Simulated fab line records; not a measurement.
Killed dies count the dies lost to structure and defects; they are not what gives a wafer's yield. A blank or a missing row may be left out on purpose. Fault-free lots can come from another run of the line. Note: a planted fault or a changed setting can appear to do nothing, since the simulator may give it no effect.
Chamber matching    flow n5 finfet    N5_BEOL_M2_ETCHBACK_99 on rie diel-05 has 4 sister chambers
The step etches SiO2 in CHF3, target depth 5 nm, time 10.4 s. 8 wafers are shown with their chamber, then 10 later ones without.

WAFERS, EACH WITH ITS CHAMBER
wafer   chamber  showerhead plenum p Torr (Torr)  drypump motor current A (A)
L078.6  1        2.13                             5.4
L086.4  3        2.09                             5.7
L087.3  0        2.07                             5.4
L087.6  3        2.09                             5.7
L089.4  2        2.28                             6.5
L089.5  0        2.07                             5.5
L092.1  2        2.28                             6.5
L092.4  1        2.12                             5.4

WAFERS WITHOUT THEIR CHAMBER
wafer   showerhead plenum p Torr (Torr)  drypump motor current A (A)
L092.6  2.09                             5.7
L094.2  2.28                             6.5
L094.3  2.12                             5.4
L094.6  2.12                             5.4
L095.1  2.28                             6.5
L095.3  2.12                             5.4
L095.5  2.08                             5.7
L097.1  2.28                             6.4
L097.2  2.12                             5.4
L097.4  2.06                             5.5

WHICH CHAMBER EACH WENT THROUGH
wafer   from the rows above  in truth
L092.6  3                    3
L094.2  2                    2
L094.3  1                    1
L094.6  1                    1
L095.1  2                    2
L095.3  1                    1
L095.5  3                    3
L097.1  2                    2
L097.2  1                    1
L097.4  0                    0
Placed correctly: 10 of 10. Number that these rows cannot place: 0. 0 placed wrongly.
How it was worked out, from the rows above alone: a wafer's distance from a chamber is the root of the sum, over the readings, of the square of ((its reading less the chamber's mean) divided by the reading's scatter). If the next closest chamber is less than 2 further off than the closest, the wafer can't be placed; otherwise it belongs to the closest. Each chamber's mean is taken over the wafers shown for it. How the scatter is found: for the shown wafers, subtract from each reading the mean of its chamber, square and add these, divide the total by (wafers less chambers), then take the root.
